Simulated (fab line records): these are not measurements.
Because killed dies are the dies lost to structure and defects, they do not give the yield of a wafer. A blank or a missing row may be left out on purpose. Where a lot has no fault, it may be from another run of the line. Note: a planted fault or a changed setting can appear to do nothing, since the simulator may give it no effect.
Split-lot trial :: flow n5Finfet :: 7 lots, 39 wafers read, on a route of 1938 steps

## ON THE SPLIT
At N5_FIN_CUT_CUT_ETCH_26 (etches SiNx in CH3F/O2, target depth 39 nm, time 55.7 s), the setting sourceW was moved away from the recipe's 395 W on 18 of the 39 wafers read, by -19.1% to +18.1%. The other wafers ran this setting at the recipe's value.

The split's own step is where the reading is taken.

## THE READING
etch.depthNm (the simulator's own value, which no gauge read), in nm, at N5_FIN_CUT_CUT_ETCH_26 (etches SiNx in CH3F/O2, target depth 39 nm, time 55.7 s). The file does not state a usual value for it. The 21 wafers here that ran the recipe average 39.04 nm, standard deviation 0.75 nm.

wafer: L076.1
tool, chamber at the split: rieDiel-05, 3
sourceW as run, W: 395
against the recipe: recipe
etch.depthNm, nm: 39.14
against lot-mates on the recipe: -

wafer: L076.2
tool, chamber at the split: rieDiel-05, 2
sourceW as run, W: 395
against the recipe: recipe
etch.depthNm, nm: 39.69
against lot-mates on the recipe: -

wafer: L076.3
tool, chamber at the split: rieDiel-05, 0
sourceW as run, W: 319.5
against the recipe: -19.1%
etch.depthNm, nm: 34.79
against lot-mates on the recipe: -4.63

wafer: L076.4
tool, chamber at the split: rieDiel-05, 1
sourceW as run, W: 319.5
against the recipe: -19.1%
etch.depthNm, nm: 36.34
against lot-mates on the recipe: -3.08

wafer: L076.5
tool, chamber at the split: rieDiel-05, 2
sourceW as run, W: 319.5
against the recipe: -19.1%
etch.depthNm, nm: 36.7
against lot-mates on the recipe: -2.72

wafer: L076.6
tool, chamber at the split: rieDiel-05, 1
sourceW as run, W: 395
against the recipe: recipe
etch.depthNm, nm: 39.44
against lot-mates on the recipe: -

wafer: L080.1
tool, chamber at the split: rieDiel-05, 2
sourceW as run, W: 395
against the recipe: recipe
etch.depthNm, nm: 39.89
against lot-mates on the recipe: -

wafer: L080.2
tool, chamber at the split: rieDiel-05, 3
sourceW as run, W: 395
against the recipe: recipe
etch.depthNm, nm: 39.66
against lot-mates on the recipe: -

wafer: L080.3
tool, chamber at the split: rieDiel-05, 1
sourceW as run, W: 353.7
against the recipe: -10.5%
etch.depthNm, nm: 38.13
against lot-mates on the recipe: -1.06

wafer: L080.4
tool, chamber at the split: rieDiel-05, 0
sourceW as run, W: 395
against the recipe: recipe
etch.depthNm, nm: 38.02
against lot-mates on the recipe: -

wafer: L080.5
tool, chamber at the split: rieDiel-05, 3
sourceW as run, W: 353.7
against the recipe: -10.5%
etch.depthNm, nm: 37.89
against lot-mates on the recipe: -1.30

wafer: L080.6
tool, chamber at the split: rieDiel-05, 0
sourceW as run, W: 353.7
against the recipe: -10.5%
etch.depthNm, nm: 36.54
against lot-mates on the recipe: -2.65

wafer: L084.1
tool, chamber at the split: rieDiel-05, 2
sourceW as run, W: 464.9
against the recipe: +17.7%
etch.depthNm, nm: 42.3
against lot-mates on the recipe: +3.19

wafer: L084.2
tool, chamber at the split: rieDiel-05, 0
sourceW as run, W: 395
against the recipe: recipe
etch.depthNm, nm: 37.9
against lot-mates on the recipe: -

wafer: L084.3
tool, chamber at the split: rieDiel-05, 3
sourceW as run, W: 464.9
against the recipe: +17.7%
etch.depthNm, nm: 41.85
against lot-mates on the recipe: +2.74

wafer: L084.4
tool, chamber at the split: rieDiel-05, 1
sourceW as run, W: 464.9
against the recipe: +17.7%
etch.depthNm, nm: 41.97
against lot-mates on the recipe: +2.86

wafer: L084.5
tool, chamber at the split: rieDiel-05, 1
sourceW as run, W: 395
against the recipe: recipe
etch.depthNm, nm: 39.63
against lot-mates on the recipe: -

wafer: L084.6
tool, chamber at the split: rieDiel-05, 2
sourceW as run, W: 395
against the recipe: recipe
etch.depthNm, nm: 39.79
against lot-mates on the recipe: -

wafer: L087.1
tool, chamber at the split: rieDiel-05, 0
sourceW as run, W: 395
against the recipe: recipe
etch.depthNm, nm: 37.21
against lot-mates on the recipe: -

wafer: L087.5
tool, chamber at the split: rieDiel-05, 2
sourceW as run, W: 395
against the recipe: recipe
etch.depthNm, nm: 38.82
against lot-mates on the recipe: -

wafer: L087.6
tool, chamber at the split: rieDiel-05, 1
sourceW as run, W: 395
against the recipe: recipe
etch.depthNm, nm: 38.64
against lot-mates on the recipe: -

wafer: L092.1
tool, chamber at the split: rieDiel-03, 2
sourceW as run, W: 395
against the recipe: recipe
etch.depthNm, nm: 39.96
against lot-mates on the recipe: -

wafer: L092.2
tool, chamber at the split: rieDiel-03, 0
sourceW as run, W: 358.3
against the recipe: -9.3%
etch.depthNm, nm: 38.19
against lot-mates on the recipe: -0.82

wafer: L092.3
tool, chamber at the split: rieDiel-03, 3
sourceW as run, W: 395
against the recipe: recipe
etch.depthNm, nm: 38.43
against lot-mates on the recipe: -

wafer: L092.4
tool, chamber at the split: rieDiel-03, 1
sourceW as run, W: 358.3
against the recipe: -9.3%
etch.depthNm, nm: 38.64
against lot-mates on the recipe: -0.37

wafer: L092.5
tool, chamber at the split: rieDiel-03, 2
sourceW as run, W: 358.3
against the recipe: -9.3%
etch.depthNm, nm: 38.39
against lot-mates on the recipe: -0.62

wafer: L092.6
tool, chamber at the split: rieDiel-03, 3
sourceW as run, W: 395
against the recipe: recipe
etch.depthNm, nm: 38.63
against lot-mates on the recipe: -

wafer: L093.1
tool, chamber at the split: rieDiel-03, 0
sourceW as run, W: 466.5
against the recipe: +18.1%
etch.depthNm, nm: 42.1
against lot-mates on the recipe: +2.97

wafer: L093.2
tool, chamber at the split: rieDiel-03, 1
sourceW as run, W: 466.5
against the recipe: +18.1%
etch.depthNm, nm: 42.72
against lot-mates on the recipe: +3.59

wafer: L093.3
tool, chamber at the split: rieDiel-03, 2
sourceW as run, W: 395
against the recipe: recipe
etch.depthNm, nm: 39.38
against lot-mates on the recipe: -

wafer: L093.4
tool, chamber at the split: rieDiel-03, 3
sourceW as run, W: 395
against the recipe: recipe
etch.depthNm, nm: 38.33
against lot-mates on the recipe: -

wafer: L093.5
tool, chamber at the split: rieDiel-03, 3
sourceW as run, W: 466.5
against the recipe: +18.1%
etch.depthNm, nm: 40.7
against lot-mates on the recipe: +1.57

wafer: L093.6
tool, chamber at the split: rieDiel-03, 2
sourceW as run, W: 395
against the recipe: recipe
etch.depthNm, nm: 39.68
against lot-mates on the recipe: -

wafer: L095.1
tool, chamber at the split: rieDiel-03, 1
sourceW as run, W: 331.8
against the recipe: -16.0%
etch.depthNm, nm: 37.69
against lot-mates on the recipe: -1.52

wafer: L095.2
tool, chamber at the split: rieDiel-03, 0,2
sourceW as run, W: 395
against the recipe: recipe
etch.depthNm, nm: 39.59
against lot-mates on the recipe: -

wafer: L095.5
tool, chamber at the split: rieDiel-03, 0,2
sourceW as run, W: 395
against the recipe: recipe
etch.depthNm, nm: 39.59
against lot-mates on the recipe: -

wafer: L095.3
tool, chamber at the split: rieDiel-03, 3
sourceW as run, W: 395
against the recipe: recipe
etch.depthNm, nm: 38.45
against lot-mates on the recipe: -

wafer: L095.4
tool, chamber at the split: rieDiel-03, 2
sourceW as run, W: 331.8
against the recipe: -16.0%
etch.depthNm, nm: 36.86
against lot-mates on the recipe: -2.35

wafer: L095.6
tool, chamber at the split: rieDiel-03, 1
sourceW as run, W: 331.8
against the recipe: -16.0%
etch.depthNm, nm: 37.77
against lot-mates on the recipe: -1.44
Where a row lists several chambers, the file gives one row for several wafers and doesn't say which wafer went through which chamber.

FIT RESULTS
A straight line over all 39 wafers: etch.depthNm changes by +0.146 nm for each +1% of sourceW; r = +0.90; the points scatter about the line by 0.76 nm.
The same after taking each lot's own level away (the mean of its wafers on the recipe; 39 wafers): +0.151 nm for each +1%; r = +0.91; scatter 0.73 nm.
Per that fit: largest sourceW move, reading shift of 2.9 nm.
Measured against the standard deviation above, the lots' own levels, which go from 38.223 to 39.423 nm, span 1.6 times it.
Hence the lot-to-lot level has little effect on the slope; both slopes agree.
Check: with one of the wafers moved furthest among these (-19.1%) left out of the fit, the line predicts -2.61 nm for it against its lot-mates. Against them it came out at -4.63 nm.

## THE OTHER SPLITS THESE WAFERS WENT THROUGH
These wafers also went through other splits before the reading. Each is held against what the fit with the lots' levels taken away leaves over:
other split on the same wafers: N5_FIN_SAQP_SPACER1_ALD_24 aldCycles
wafers away from the commonest value: 12
r with etch.depthNm (lot level and that fit taken away): -0.07

## THE FILE'S OWN FIT
etch.depthNm changes by +0.15 nm for each +1% of sourceW, r = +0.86.
